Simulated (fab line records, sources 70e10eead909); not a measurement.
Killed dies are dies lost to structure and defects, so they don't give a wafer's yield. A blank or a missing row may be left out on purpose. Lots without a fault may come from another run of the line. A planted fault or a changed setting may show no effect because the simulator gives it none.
Chamber matching | flow nand_harc | NHARC_P_BONDPAD_CMP_19 on cmp-02: 4 sister chambers
The step polishes, t overpolish 30 s, cu recess touch 16 s, target thk 160.81 nm. 4 wafers are shown with their chamber, then 8 later ones without.

WAFERS WITH THEIR CHAMBER
wafer  | chamber | motor_current_A (A)
L285.4 | 1       | 11.1
L284.2 | 2       | 14.3
L284.4 | 0       | 11.3
L289.1 | 3       | 10.3

WAFERS WITHOUT THEIR CHAMBER
wafer  | motor_current_A (A)
L289.3 | 10.9
L289.5 | 10.7
L292.2 | 11.1
L292.4 | 11.7
L292.6 | 11.1
L293.1 | 11.0
L293.2 | 11.4
L293.3 | 11.7

WHICH CHAMBER EACH WENT THROUGH
wafer  | from the rows above          | in truth
L289.3 | can't be placed: 1 or 0 or 3 | 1
L289.5 | can't be placed: 3 or 1 or 0 | 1
L292.2 | can't be placed: 1 or 0      | 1
L292.4 | can't be placed: 0 or 1      | 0
L292.6 | can't be placed: 1 or 0      | 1
L293.1 | can't be placed: 1 or 0      | 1
L293.2 | can't be placed: 0 or 1      | 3
L293.3 | can't be placed: 0 or 1      | 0
Placed correctly: 0 of 8. Can't be placed from these rows: 8 (the true chamber is among the candidates in 7). Placed wrongly: 0.
How it was worked out, from the rows above alone: a wafer's distance from a chamber is the root of the sum, over the readings, of the square of ((its reading less the chamber's mean) divided by the reading's scatter). The wafer belongs to the nearest chamber; if the next one is less than 2 further off, it can't be placed. A chamber's mean is the mean of its shown wafers. The scatter: with one shown wafer a chamber, the root of the mean of the squares of how far each hidden wafer lies from its nearest shown one.
